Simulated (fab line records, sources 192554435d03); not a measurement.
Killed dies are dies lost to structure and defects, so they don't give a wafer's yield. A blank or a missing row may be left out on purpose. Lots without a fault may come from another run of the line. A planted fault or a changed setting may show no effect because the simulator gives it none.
fab line records | flow n5_finfet | part 1 of 2: steps 1 to 21 of 34
record lots=5 wafers=15 last_day=19
route steps=1938 shown BEOL_M8@1333
lots that met no fault: from a run of the same line without faults
start_h: hours from the record's first day to the start of the lot's first wafer shown | wait_h: hours since the lot's step before | " the same as in the row above | L1.1+2: a row that stands for several wafers | - no value, or no start given | * or withheld: withheld | < > ~ a bound
route shown NAME@n: a module of which the file shows steps, and the number in the route of the first | usual: mean/standard deviation of fault-free wafers | same: alike in all rows | chamber/n: place in a boat | sites: the reading at each site | _std_site: their standard deviation | _edge_site: outer sites' mean less inner sites' | radius_mm: how far each site lies from the wafer's centre | mask NAME#n: copy n | behind: the tool/chamber that last shaped the wafer | hold: why the lot was held/for how many hours/how that ended | device: the transistor (n, p or np) that didn't switch | end of line: the same wafers' tests at the end of the route | a step without rows: its recipe alone | killed: dies lost to structure and defects at the first sort, not the wafer's yield | map: a wafer's dies, x killed, . not, _ none there
set.NAME: the setting as run; set.NAME@STEP: as run at that earlier step | model.NAME: the simulator's own value behind a step, which no gauge read
lots at some steps of the route; a table a step, a row a wafer
services: from which hour (start_h, from the record's first day; less than 0 if before it) a tool's chamber was out of use, for how many hours, and why
## steps
# step N5_BEOL_M8_CURE_74
# recipe temp_c=385 time_s=240 ambient=He/Ar material=SiCOH_lowk
# usual lamp_power_pct=52.30/0.048 wafer_temp_C_max=386.5/0.6
# columns lot.wafer tool chamber start_h wait_h lamp_power_pct wafer_temp_C_max
L076.3 uv_cure-03 1 229.78 0.2 52.27 386.1
L076.5 " 1 " " 52.27 386.5
L076.6 " 1 " " 52.33 386.1
L093.1 uv_cure-02 0 357.12 0.1 52.36 386.3
L093.2 " 0 " " 52.32 386.1
L093.6 " 0 " " 52.30 386.0
L092.3 uv_cure-01 2 365.10 0.2 52.31 386.3
L092.4 " 2 " " 52.23 386.7
L092.5 " 2 " " 52.23 386.2
L094.4 uv_cure-03 0 368.83 0.3 52.24 386.6
L094.5 " 0 " " 52.36 386.3
L094.6 " 0 " " 52.28 386.8
L097.3 uv_cure-03 1 380.06 0.4 52.28 385.9
L097.4 " 1 " " 52.22 385.9
L097.6 " 1 " " 52.30 386.1
# step N5_BEOL_M8_THK_MEAS_01
# recipe reads=SiCOH_lowk_of_BEOL_M8_ILD_DEP_00
# usual M8_ILD_THK=155.5/2.2
# columns lot.wafer tool chamber start_h wait_h M8_ILD_THK[nm]
L076.3 film_metro-01 - 230.13 0.3 154.0
L076.5 " - " " 154.6
L076.6 " - " " 155.9
L093.1 film_metro-01 - 358.11 0.8 154.9
L093.2 " - " " 155.8
L093.6 " - " " 159.6
L092.3 film_metro-02 - 365.46 0.3 150.9
L092.4 " - " " 152.8
L092.5 " - " " 156.0
L094.4 film_metro-02 - 369.11 0.2 155.6
L094.5 " - " " 155.8
L094.6 " - " " 154.4
L097.3 film_metro-01 - 380.73 0.5 155.1
L097.4 " - " " 156.4
L097.6 " - " " 156.8
# step N5_BEOL_M8_PECVD_70
# recipe material=SiO2 target_thk_a=200 temp_c=400 precursor=TEOS/O2 pressure_torr=5.5 rf_w=450 teos_flow_sccm=53.8 gas=O2 flow_sccm=3000 time_s=22.7
# usual heater_power_w=710/95 rf_fwd_power_W=444.3/2.4 showerhead_plenum_p_Torr=8.78/0.084 throttle_valve_pct=22.7/1.2
# columns lot.wafer tool chamber start_h wait_h heater_power_w rf_fwd_power_W showerhead_plenum_p_Torr throttle_valve_pct
L076.3 pecvd-01 0 230.19 0.1 736 448.5 8.83 21.5
L076.5 " 1 " " 822 444.2 8.89 24.7
L076.6 " 0 " " 737 448.8 8.81 21.6
L093.1 pecvd-02 1 358.15 0.0 588 446.6 8.86 24.5
L093.2 " 0 " " 619 441.5 8.68 23.4
L093.6 " 1 " " 578 445.4 8.88 24.3
L092.3 pecvd-03 1 365.49 0.0 742 443.1 8.69 22.5
L092.4 " 1 " " 750 445.3 8.69 22.3
L092.5 " 2 " " 626 445.6 8.71 22.3
L094.4 pecvd-03 0 369.16 0.1 616 439.5 8.68 22.5
L094.5 " 1 " " 680 443.8 8.68 22.4
L094.6 " 2 " " 594 444.3 8.71 22.5
L097.3 pecvd-03 2 380.77 0.0 651 443.8 8.69 22.4
L097.4 " 0 " " 543 440.9 8.68 22.6
L097.6 " 2 " " 639 447.9 8.73 22.4
# step N5_BEOL_M8_HM_DEP_02
# recipe material=TiN target_thk_a=200 temp_c=25 chamber_pressure_pa=0.49996
# usual throttle_valve_pct=29.7/1.1
# columns lot.wafer tool chamber start_h wait_h throttle_valve_pct
L076.3 pvd_sputter-01 - 231.95 1.7 29.7
L076.5 " - " " 30.4
L076.6 " - " " 29.0
L093.1 pvd_sputter-02 - 361.40 3.2 31.3
L093.2 " - " " 30.0
L093.6 " - " " 30.3
L092.3 pvd_sputter-01 - 366.15 0.6 29.9
L092.4 " - " " 29.0
L092.5 " - " " 29.0
L094.4 pvd_sputter-01 - 369.96 0.8 29.0
L094.5 " - " " 28.9
L094.6 " - " " 30.5
L097.3 pvd_sputter-03 - 383.70 2.9 31.3
L097.4 " - " " 29.2
L097.6 " - " " 31.0
# step N5_BEOL_M8_COAT_59
# recipe resist=SOC temp_c=250 time_s=60 spin_rpm=1500 resist_thk_nm=100
# columns lot.wafer tool chamber start_h wait_h
L076.3+5+6 litho_track-04 0 232.08 0.1
L093.1+2+6 litho_track-01 0 361.53 0.1
L092.3+4+5 litho_track-04 0 366.28 0.1
L094.4+5+6 litho_track-01 0 370.09 0.1
L097.3+4+6 litho_track-01 0 383.82 0.1
# step N5_BEOL_M8_COAT_60
# recipe resist=SiARC temp_c=220 time_s=60 spin_rpm=1500 resist_thk_nm=35
# columns lot.wafer tool chamber start_h wait_h
L076.3+5+6 litho_track-04 0 - -
L093.1+2+6 litho_track-01 0 - -
L092.3+4+5 litho_track-04 0 - -
L094.4+5+6 litho_track-01 0 - -
L097.3+4+6 litho_track-01 0 - -
# step N5_BEOL_M8_COAT_05
# recipe resist=CAR-ArF spin_rpm=1500 resist_thk_nm=90
# columns lot.wafer tool chamber start_h wait_h
L076.3+5+6 litho_track-04 0 - -
L093.1+2+6 litho_track-01 0 - -
L092.3+4+5 litho_track-04 0 - -
L094.4+5+6 litho_track-01 0 - -
L097.3+4+6 litho_track-01 0 - -
# step N5_BEOL_M8_EBR_07
# recipe solvent=PGMEA ebr_width_mm=1.5
# columns lot.wafer tool chamber start_h wait_h
L076.3+5+6 litho_track-04 0 - -
L093.1+2+6 litho_track-01 0 - -
L092.3+4+5 litho_track-04 0 - -
L094.4+5+6 litho_track-01 0 - -
L097.3+4+6 litho_track-01 0 - -
# step N5_BEOL_M8_SOFTBAKE_06
# recipe temp_c=110 time_s=60 resist=CAR-ArF
# columns lot.wafer tool chamber start_h wait_h
L076.3+5+6 litho_track-04 0 - -
L093.1+2+6 litho_track-01 0 - -
L092.3+4+5 litho_track-04 0 - -
L094.4+5+6 litho_track-01 0 - -
L097.3+4+6 litho_track-01 0 - -
# step N5_BEOL_M8_EXPOSE_08
# recipe mask_id=M8 na=1.35 source_shape=dipole sigma_inner=0.817 sigma_outer=0.97 polarization=te dose_mj=68.25
# usual exposure_dose_mJ_cm2=68.23/0.069 focus_offset_nm=-0.1/0.51
# columns lot.wafer tool chamber start_h wait_h mask exposure_dose_mJ_cm2 focus_offset_nm
L076.3 arfi_scanner-02 0 232.33 - M8#0 68.30 0.5
L076.5 " 0 " " M8#0 68.23 0.1
L076.6 " 0 " " M8#0 68.27 -0.7
L093.1 arfi_scanner-01 0 361.77 - M8#0 68.28 -0.2
L093.2 " 0 " " M8#0 68.23 -0.1
L093.6 " 0 " " M8#0 68.22 -0.8
L092.3 arfi_scanner-02 0 366.53 - M8#0 68.29 -0.4
L092.4 " 0 " " M8#0 68.14 0.3
L092.5 " 0 " " M8#0 68.15 -0.3
L094.4 arfi_scanner-02 0 370.23 - M8#0 68.11 -0.1
L094.5 " 0 " " M8#0 68.21 -0.3
L094.6 " 0 " " M8#0 68.06 -0.5
L097.3 arfi_scanner-02 0 384.08 - M8#0 68.20 -0.5
L097.4 " 0 " " M8#0 68.31 -0.1
L097.6 " 0 " " M8#0 68.24 -0.5
# step N5_BEOL_M8_PEB_09
# recipe peb_temp_c=withheld peb_time_s=60 resist=CAR-ArF
# columns lot.wafer tool chamber start_h wait_h
L076.3+5+6 litho_track-04 0 232.39 0.0
L093.1+2+6 litho_track-05 0 361.83 0.1
L092.3+4+5 litho_track-05 0 366.58 0.0
L094.4+5+6 litho_track-01 0 370.27 0.0
L097.3+4+6 litho_track-05 0 384.13 0.0
# step N5_BEOL_M8_DEVELOP_10
# recipe develop_time_s=30 developer=TMAH resist=CAR-ArF rinse_liquid=diw dry=air_spin dev_temp_c=23
# columns lot.wafer tool chamber start_h wait_h
L076.3+5+6 litho_track-04 0 - -
L093.1+2+6 litho_track-05 0 - -
L092.3+4+5 litho_track-05 0 - -
L094.4+5+6 litho_track-01 0 - -
L097.3+4+6 litho_track-05 0 - -
# step N5_BEOL_M8_CD_MEAS_11
# recipe target_cd_nm=38.5 landing_energy_ev=500 detector=se_inlens polarity=opening
# usual cd_nm=38.3/0.46
# columns lot.wafer tool chamber start_h wait_h cd_nm
L076.3 cd_sem-03 0 232.45 - 37.9
L076.5 " 0 " " 38.1
L076.6 " 0 " " 39.0
L093.1 cd_sem-03 0 361.90 - 38.9
L093.2 " 0 " " 38.8
L093.6 " 0 " " 38.6
L092.3 cd_sem-01 0 366.65 - 38.7
L092.4 " 0 " " 39.2
L092.5 " 0 " " 38.1
L094.4 cd_sem-01 0 370.34 - 38.5
L094.5 " 0 " " 38.8
L094.6 " 0 " " 39.4
L097.3 cd_sem-02 0 384.20 - 38.4
L097.4 " 0 " " 37.5
L097.6 " 0 " " 38.2
# step N5_BEOL_M8_OVL_MEAS_12
# recipe points_per_wafer=44
# usual M8_OVL=-0.2/0.69
# same points_per_wafer=44
# columns lot.wafer tool chamber start_h wait_h M8_OVL[nm]
L076.3 overlay-01 0 232.48 0.0 -0.8
L076.5 " 0 " " -0.5
L076.6 " 0 " " 0.6
L093.1 overlay-01 0 361.93 0.0 -0.5
L093.2 " 0 " " -0.8
L093.6 " 0 " " -1.3
L092.3 overlay-01 0 366.68 0.0 -0.6
L092.4 " 0 " " 0.8
L092.5 " 0 " " -0.2
L094.4 overlay-01 0 370.37 0.0 -0.1
L094.5 " 0 " " 0.9
L094.6 " 0 " " -1.0
L097.3 overlay-01 0 384.23 0.0 -0.8
L097.4 " 0 " " -0.7
L097.6 " 0 " " -2.0
# step N5_BEOL_M8_INSPECT_13
# recipe mode=adi inspect_instrument=brightfield
# usual raw_defect_count=430/100
# columns lot.wafer tool chamber start_h wait_h raw_defect_count
L076.3 defect_inspect-01 - 232.51 0.0 419
L076.5 " - " " 421
L076.6 " - " " 343
L093.1 defect_inspect-02 - 361.95 0.0 455
L093.2 " - " " 289
L093.6 " - " " 377
L092.3 defect_inspect-02 - 366.70 0.0 415
L092.4 " - " " 562
L092.5 " - " " 603
L094.4 defect_inspect-02 - 370.39 0.0 336
L094.5 " - " " 380
L094.6 " - " " 386
L097.3 defect_inspect-02 - 384.25 0.0 350
L097.4 " - " " 402
L097.6 " - " " 341
# step N5_BEOL_M8_DESCUM_16
# recipe chemistry=O2 time_s=7.9 source_power_w=50 bias_power_w=20 pressure_mtorr=20 rf_frequency_hz=2.712e+07 temp_c=40 resist=CAR-ArF o2_flow_sccm=225
# usual chamber_pressure_mTorr=20.002/0.018 drypump_motor_current_A=5.8/0.54 oes_product_au=0.78/0.077 rf_fwd_power_W=49.39/0.23 rf_vpp_V=243.3/1.3 showerhead_plenum_p_Torr=2.09/0.054 throttle_valve_pct=20.52/0.25
# columns lot.wafer tool chamber start_h wait_h chamber_pressure_mTorr drypump_motor_current_A oes_product_au rf_fwd_power_W rf_hours_counter_h rf_vpp_V showerhead_plenum_p_Torr throttle_valve_pct
L076.3 rie_diel-05 2 232.55 0.0 20.029 6.0 0.72 49.69 212 246.5 2.16 20.77
L076.5 " 3 " " 20.001 6.0 0.80 49.32 - 241.6 2.02 20.64
L076.6 " 0 " " 19.994 5.7 0.81 48.85 - 245.8 2.20 20.54
L093.1 rie_diel-05 0 361.99 0.0 20.016 5.7 0.76 49.23 134 246.4 2.19 20.62
L093.2 " 1 " " 19.981 6.6 0.73 49.59 199 243.2 2.08 20.37
L093.6 " 3 " " 20.009 6.0 0.75 49.26 - 241.8 2.00 20.70
L092.3 rie_diel-05 1 366.85 0.1 20.007 6.6 0.73 49.56 - 243.3 2.08 20.37
L092.4 " 3 " " 19.992 6.0 0.76 49.46 - 241.7 2.00 20.70
L092.5 " 1 " " 20.000 6.6 0.73 49.36 - 245.4 2.08 20.38
L094.4 rie_diel-05 3 370.85 0.5 20.003 6.0 0.75 49.56 - 243.0 2.00 20.70
L094.5 " 0 " " 20.011 5.7 0.76 49.12 - 245.0 2.19 20.61
L094.6 " 1 " " 20.020 6.6 0.73 49.65 - 241.0 2.08 20.38
L097.3 rie_diel-04 2 384.45 0.2 19.986 5.6 0.66 49.49 244 244.2 2.06 20.77
L097.4 " 0 " " 19.978 6.2 0.83 49.45 58 243.1 2.12 20.27
L097.6 " 1 " " 19.965 6.2 0.85 48.91 - 242.1 2.03 20.24
# step N5_BEOL_M8_ETCH_61
# recipe chemistry=CF4 target=SiARC target_depth_a=455 mask_material=CAR-ArF time_s=75.8 ion_energy_ev=80 pressure_mtorr=40 source_w=545 bias_w=36 Ar_flow_sccm=100 cf4_flow_sccm=100 ends=cleared
# usual chamber_pressure_mTorr=40.00/0.038 drypump_motor_current_A=5.8/0.54 etch_rf_on_time_s=75.9/0.92 oes_product_au=0.67/0.064 rf_fwd_power_W=539.7/2.4 rf_vpp_V=183.9/1 showerhead_plenum_p_Torr=2.14/0.052 throttle_valve_pct=15.69/0.25
# columns lot.wafer tool chamber start_h wait_h chamber_pressure_mTorr drypump_motor_current_A etch_rf_on_time_s oes_product_au rf_fwd_power_W rf_hours_counter_h rf_vpp_V showerhead_plenum_p_Torr throttle_valve_pct
L076.3 rie_diel-05 2 232.58 0.0 39.94 6.0 76.4 0.62 542.4 212 185.5 2.20 15.95
L076.5 " 3 " " 40.06 6.0 74.7 0.68 540.0 - 184.7 2.07 15.79
L076.6 " 0 " " 40.08 5.7 76.4 0.69 536.1 - 185.5 2.25 15.73
L093.1 rie_diel-05 0 362.02 0.0 40.01 5.7 76.5 0.65 538.5 134 184.6 2.24 15.80
L093.2 " 1 " " 40.01 6.6 75.3 0.62 542.0 199 182.4 2.13 15.60
L093.6 " 3 " " 39.93 6.0 74.2 0.66 540.7 - 182.3 2.06 15.89
L092.3 rie_diel-05 1 366.91 0.0 39.91 6.6 77.4 0.62 541.6 - 184.7 2.13 15.60
L092.4 " 3 " " 40.04 6.0 76.9 0.64 542.2 - 181.9 2.06 15.87
L092.5 " 1 " " 40.00 6.6 77.2 0.62 541.8 - 184.1 2.13 15.61
L094.4 rie_diel-05 3 370.90 0.0 40.02 5.9 76.0 0.65 539.5 - 183.6 2.05 15.90
L094.5 " 0 " " 40.01 5.7 77.2 0.64 535.6 - 185.8 2.23 15.80
L094.6 " 1 " " 40.04 6.6 76.7 0.62 543.1 - 182.3 2.12 15.59
L097.3 rie_diel-04 2 384.49 0.0 40.09 5.5 77.6 0.56 540.6 244 183.9 2.11 16.04
L097.4 " 0 " " 39.97 6.2 75.9 0.70 537.5 58 183.9 2.17 15.44
L097.6 " 1 " " 40.01 6.2 74.4 0.73 535.1 - 184.1 2.09 15.44
# step N5_BEOL_M8_ETCH_62
# recipe chemistry=N2/H2 target=SOC target_depth_a=1100 overetch_a=220 mask_material=SiARC temp_c=40 time_s=165 ion_energy_ev=200 pressure_mtorr=30 source_w=840 bias_w=150 n2_flow_sccm=200 h2_flow_sccm=200
# usual chamber_pressure_mTorr=30.000/0.026 drypump_motor_current_A=5.8/0.55 oes_product_au=0.66/0.061 rf_fwd_power_W=837.8/2.6 rf_vpp_V=523.6/2 showerhead_plenum_p_Torr=2.53/0.065 throttle_valve_pct=17.92/0.27
# columns lot.wafer tool chamber start_h wait_h chamber_pressure_mTorr drypump_motor_current_A oes_product_au rf_fwd_power_W rf_hours_counter_h rf_vpp_V showerhead_plenum_p_Torr throttle_valve_pct
L076.3 rie_diel-05 2 232.64 0.0 29.995 6.1 0.61 842.4 212 526.9 2.62 18.12
L076.5 " 3 " " 30.016 5.9 0.67 841.9 - 521.2 2.45 17.96
L076.6 " 0 " " 29.962 5.7 0.68 836.2 - 526.4 2.68 17.99
L093.1 rie_diel-05 1 362.08 0.0 29.973 6.7 0.62 843.0 199 521.5 2.53 17.89
L093.2 " 3 " " 29.974 6.0 0.64 840.9 153 520.4 2.43 18.02
L093.6 " 1 " " 29.987 6.6 0.62 841.7 - 523.1 2.53 17.88
L092.3 rie_diel-05 1 367.04 0.1 29.999 6.6 0.62 837.1 - 524.5 2.53 17.88
L092.4 " 3 " " 29.964 6.0 0.64 837.7 - 522.1 2.43 18.04
L092.5 " 1 " " 30.012 6.6 0.62 840.8 - 523.3 2.53 17.88
L094.4 rie_diel-05 3 370.99 0.1 30.003 6.0 0.64 836.5 - 520.9 2.43 18.04
L094.5 " 0 " " 30.007 5.7 0.65 838.0 - 528.3 2.66 18.09
L094.6 " 1 " " 29.961 6.6 0.61 841.1 - 522.0 2.53 17.89
L097.3 rie_diel-04 2 384.54 0.0 29.995 5.6 0.57 839.9 244 520.9 2.50 18.26
L097.4 " 0 " " 30.002 6.2 0.70 838.4 58 523.8 2.58 17.63
L097.6 " 1 " " 29.996 6.3 0.72 834.8 - 522.3 2.47 17.64
# step N5_BEOL_M8_STRIP_68
# recipe chemistry=N2/H2 temp_c=40 n2_flow_sccm=200 h2_flow_sccm=200 rf_frequency_hz=6e+07
# columns lot.wafer tool chamber start_h wait_h
L076.3+5+6 rie_diel-05 2,3,0 232.77 0.1
L093.1+2+6 rie_diel-05 1,3,1 362.28 0.1
L092.3+4+5 rie_diel-05 1,3,1 367.18 0.1
L094.4+5+6 rie_diel-05 3,0,1 371.07 0.0
L097.3+4+6 rie_diel-04 2,0,1 384.68 0.1
# step N5_BEOL_M8_STRIP_67
# recipe chemistry=CF4 resist=SiARC power_w=300 bias_power_w=75 pressure_mtorr=50 cf4_flow_sccm=150 rf_frequency_hz=6e+07
# usual chamber_pressure_mTorr=50.00/0.055 drypump_motor_current_A=5.8/0.55 oes_product_au=0.78/0.071 rf_vpp_V=270.9/1.3 showerhead_plenum_p_Torr=1.79/0.043 throttle_valve_pct=13.66/0.26
# columns lot.wafer tool chamber start_h wait_h chamber_pressure_mTorr drypump_motor_current_A oes_product_au rf_hours_counter_h rf_vpp_V showerhead_plenum_p_Torr throttle_valve_pct
L076.3 rie_diel-05 2 232.78 0.0 49.98 6.0 0.72 212 271.2 1.84 13.96
L076.5 " 3 " " 50.05 6.0 0.79 - 269.0 1.73 13.75
L076.6 " 0 " " 50.08 5.7 0.81 - 273.0 1.88 13.65
L093.1 rie_diel-05 1 362.30 0.0 50.06 6.6 0.73 199 269.2 1.78 13.59
L093.2 " 3 " " 49.96 6.0 0.76 153 267.5 1.72 13.86
L093.6 " 1 " " 49.94 6.6 0.73 - 271.0 1.78 13.58
L092.3 rie_diel-05 1 367.20 0.0 49.98 6.6 0.74 - 271.1 1.78 13.61
L092.4 " 3 " " 49.91 5.9 0.75 - 268.5 1.72 13.85
L092.5 " 1 " " 49.92 6.6 0.73 - 271.3 1.78 13.59
L094.4 rie_diel-05 3 371.08 0.0 50.03 6.0 0.76 - 270.6 1.72 13.86
L094.5 " 0 " " 50.01 5.7 0.76 - 272.5 1.87 13.77
L094.6 " 1 " " 49.99 6.6 0.72 - 270.1 1.78 13.60
L097.3 rie_diel-04 2 384.69 0.0 49.94 5.5 0.67 244 268.9 1.77 14.02
L097.4 " 0 " " 50.08 6.2 0.83 58 271.3 1.82 13.39
L097.6 " 1 " " 50.02 6.2 0.85 - 270.5 1.75 13.39
# step N5_BEOL_M8_HM_OPEN_17
# recipe chemistry=Cl2/BCl3 target_depth_a=200 overetch_a=60 target=TiN mask_material=SOC ion_energy_ev=150 pressure_mtorr=10 icp_w=1000 bias_w=126 Cl2_flow_sccm=53.25 bcl3_flow_sccm=21.75 Ar_flow_sccm=25
# usual chamber_pressure_mTorr=10.000/0.0094 drypump_motor_current_A=5.94/0.12 oes_product_au=0.70/0.072 rf_fwd_power_W=993/3.8 throttle_valve_pct=21.99/0.26
# columns lot.wafer tool chamber start_h wait_h chamber_pressure_mTorr drypump_motor_current_A oes_product_au rf_fwd_power_W rf_hours_counter_h throttle_valve_pct
L076.3 rie_metal-01 1 232.85 0.1 9.995 5.89 0.73 991 - 21.79
L076.5 " 0 " " 9.996 6.04 0.55 992 - 21.87
L076.6 " 1 " " 9.991 5.94 0.72 989 - 21.79
L093.1 rie_metal-01 0 362.35 0.0 10.003 6.05 0.81 994 2 21.72
L093.2 " 1 " " 9.993 5.93 0.69 988 30 21.83
L093.6 " 1 " " 9.990 5.88 0.68 991 - 21.82
L092.3 rie_metal-03 0 367.31 0.1 10.004 5.76 0.73 994 - 22.36
L092.4 " 1 " " 9.988 5.93 0.72 995 - 21.87
L092.5 " 0 " " 9.995 5.79 0.74 995 - 22.36
L094.4 rie_metal-03 0 371.14 0.1 10.010 5.77 0.75 995 - 22.35
L094.5 " 1 " " 9.981 5.94 0.73 992 - 21.85
L094.6 " 0 " " 10.015 5.79 0.75 989 - 22.35
L097.3 rie_metal-03 1 384.76 0.1 10.006 5.95 0.71 994 - 21.90
L097.4 " 0 " " 9.985 5.81 0.74 995 - 22.36
L097.6 " 0 " " 10.018 5.80 0.74 998 - 22.36
